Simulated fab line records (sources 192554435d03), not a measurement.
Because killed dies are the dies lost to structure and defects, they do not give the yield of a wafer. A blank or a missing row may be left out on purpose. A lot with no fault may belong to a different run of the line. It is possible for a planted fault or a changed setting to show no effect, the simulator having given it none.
Matching of chambers + flow n5Finfet + N5_BEOL_M5_ILD_DEP_00 on pecvd-01 has 3 sister chambers
The step deposits SiCOH lowk from DEMS/porogen, target thk 140.64 nm, time 25.9 s. 14 wafers are shown with their chamber, then 7 later ones without.

## EACH WAFER AND ITS CHAMBER
| wafer  | chamber | throttleValvePct (%) | heaterPowerW (W) | showerheadPlenumPTorr (Torr) |
|--------|---------|----------------------|------------------|------------------------------|
| L077.3 | 1       | 15.6                 | 263              | 5.740                        |
| L077.4 | 2       | 13.3                 | 200              | 5.721                        |
| L077.5 | 1       | 15.8                 | 270              | 5.746                        |
| L081.1 | 0       | 13.4                 | 340              | 5.729                        |
| L081.4 | 1       | 15.5                 | 253              | 5.743                        |
| L081.6 | 2       | 13.2                 | 194              | 5.725                        |
| L079.1 | 0       | 13.3                 | 360              | 5.733                        |
| L079.3 | 2       | 13.5                 | 219              | 5.737                        |
| L079.6 | 1       | 15.6                 | 229              | 5.746                        |
| L083.2 | 2       | 13.3                 | 224              | 5.731                        |
| L083.3 | 0       | 13.7                 | 325              | 5.716                        |
| L083.4 | 1       | 15.6                 | 219              | 5.743                        |
| L090.1 | 1       | 16.0                 | 279              | 5.742                        |
| L090.2 | 2       | 13.6                 | 186              | 5.716                        |

SIGNATURES (averages over the wafers above)
| reading               | chamber 0 | chamber 1 | chamber 2 | scatter within a chamber |
|-----------------------|-----------|-----------|-----------|--------------------------|
| throttleValvePct      | 13.467    | 15.683    | 13.380    | 0.182                    |
| heaterPowerW          | 341.67    | 252.17    | 204.60    | 20.2                     |
| showerheadPlenumPTorr | 5.72600   | 5.74333   | 5.72600   | 0.00645                  |
Rule: a wafer lies at a distance from a chamber equal to the root of the sum of squares, over the readings, of (its reading less the chamber's mean, divided by the reading's scatter). The wafer belongs to the nearest chamber; if the next one is less than 2 further off, it can't be placed. The scatter: take each reading less its chamber's mean, square it, sum over the shown wafers, divide by the number of wafers less the number of chambers, and take the root.

## WAFERS WHOSE CHAMBER IS MISSING
| wafer  | throttleValvePct (%) | heaterPowerW (W) | showerheadPlenumPTorr (Torr) |
|--------|----------------------|------------------|------------------------------|
| L090.4 | 15.5                 | 282              | 5.753                        |
| L093.1 | 15.8                 | 270              | 5.753                        |
| L093.2 | 13.3                 | 351              | 5.724                        |
| L093.5 | 15.7                 | 274              | 5.738                        |
| L094.1 | 14.1                 | 234              | 5.740                        |
| L094.3 | 13.3                 | 345              | 5.720                        |
| L094.5 | 13.7                 | 235              | 5.718                        |

## EACH ONE'S CHAMBER
| wafer  | from the rows above     | in truth |
|--------|-------------------------|----------|
| L090.4 | 1                       | 1        |
| L093.1 | 1                       | 1        |
| L093.2 | 0                       | 0        |
| L093.5 | 1                       | 1        |
| L094.1 | can't be placed: 2 or 0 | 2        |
| L094.3 | 0                       | 0        |
| L094.5 | 2                       | 2        |
Correctly placed: 6 of 7. Can't be placed from these rows: 1 (the true chamber is among the candidates in 1). Number placed wrongly: 0.
